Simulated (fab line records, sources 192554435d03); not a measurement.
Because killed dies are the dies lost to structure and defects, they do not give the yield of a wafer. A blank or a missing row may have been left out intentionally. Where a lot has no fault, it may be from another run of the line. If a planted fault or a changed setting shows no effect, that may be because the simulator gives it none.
Problem report in the 8D (eight disciplines) form, filled by code    flow n5 finfet    the parts of the form that need people (team, actions taken, sign-off) are left out

== 1. WHAT WENT WRONG ==
cathode dc power W at N5_BEOL_M15_SPUTTER_44 reads a mean of 13821 W on 2 wafers of 2 lots; wafers without a fault read 15000 W with a standard deviation of 2.8. So: -99 or more standard deviations from the usual mean.
The step: material Ta, target thk 15 nm, time 24.19 s.
First seen on wafer L459.4, day 15 07:05, on pvd sputter-01. The record holds 30 wafers of 10 lots with a number at this step. Rule for "out" (also "out of limits"): further than 4 standard deviations from the usual mean. The rest of the wafers with a number are treated as sound.

== 2. WHAT IT IS, AND WHAT IT ISN'T ==
question                     is                  is not
which readings at this step  cathode dc power W  chamber pressure pa, substrate temp c, throttle valve pct
which lots                   L457, L459          L452, L456, L461, L467, L468, L470, L471, L473
which wafers of those lots   L457.3, L459.4      L457.5, L457.6, L459.1, L459.3
read on which tools          pvd sputter-01      pvd sputter-02, pvd sputter-03
when                         from day 15 07:05   up to then (8 sound wafers); but 20 sound wafers of L457, L461, L467, L468, L470, L471, L473 came after

== 3. SUSPECTS, AND WHAT RULES EACH OUT ==
Counting: a tool at a process step up to the reading stays a suspect if it ran every lot that is out. Sound lots after the first of them don't rule it out here, since some wafers of a struck lot are sound.
- pvd sputter-01 at N5_BEOL_M15_PRE_CLEAN_42 (time 30 s): kept. Ran every lot that is out, first one L459 (day 15 06:58); last sound lot up to then L456 (day 14 18:08).
- pvd sputter-01 at N5_BEOL_M15_SPUTTER_44 (material Ta, target thk 15 nm, time 24.19 s): kept. Ran every lot that is out, first one L459 (day 15 07:05); last sound lot up to then L456 (day 14 18:16). On those wafers its own readings are out: cathode dc power W.
What counting leaves: pvd sputter-01 at N5_BEOL_M15_PRE_CLEAN_42 and pvd sputter-01 at N5_BEOL_M15_SPUTTER_44.

== 4. THE CAUSE (what the simulator had put in) ==
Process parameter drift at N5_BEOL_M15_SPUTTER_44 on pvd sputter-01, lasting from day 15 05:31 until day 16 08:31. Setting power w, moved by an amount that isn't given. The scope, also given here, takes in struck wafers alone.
Counting left 2 suspects, and this tool is among them.

== 5. THE CHAIN OF EFFECTS, in route order ==
Rows list readings where the struck wafers' mean (over those with a number) sits beyond 3 standard deviations from the usual. Scope: only readings with a usual standard deviation given in the record; hours: median across lots of the time from each lot's start at the first step in this table that gives one to its start at this step; sigmas: change in usual standard deviations.
hours  step                    reading             usual    on struck wafers  change  sigmas
0      N5_BEOL_M15_SPUTTER_44  cathode dc power W  15000 W  13821             -1179   -99 or more
Process steps it contains:
- N5_BEOL_M15_SPUTTER_44: material Ta, target thk 15 nm, time 24.19 s.

== 6. HOW IT WOULD HAVE BEEN CAUGHT EARLIER ==
In this record no reading fell out of limits until day 15 07:05, 2 hours after the fault had begun at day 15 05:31.
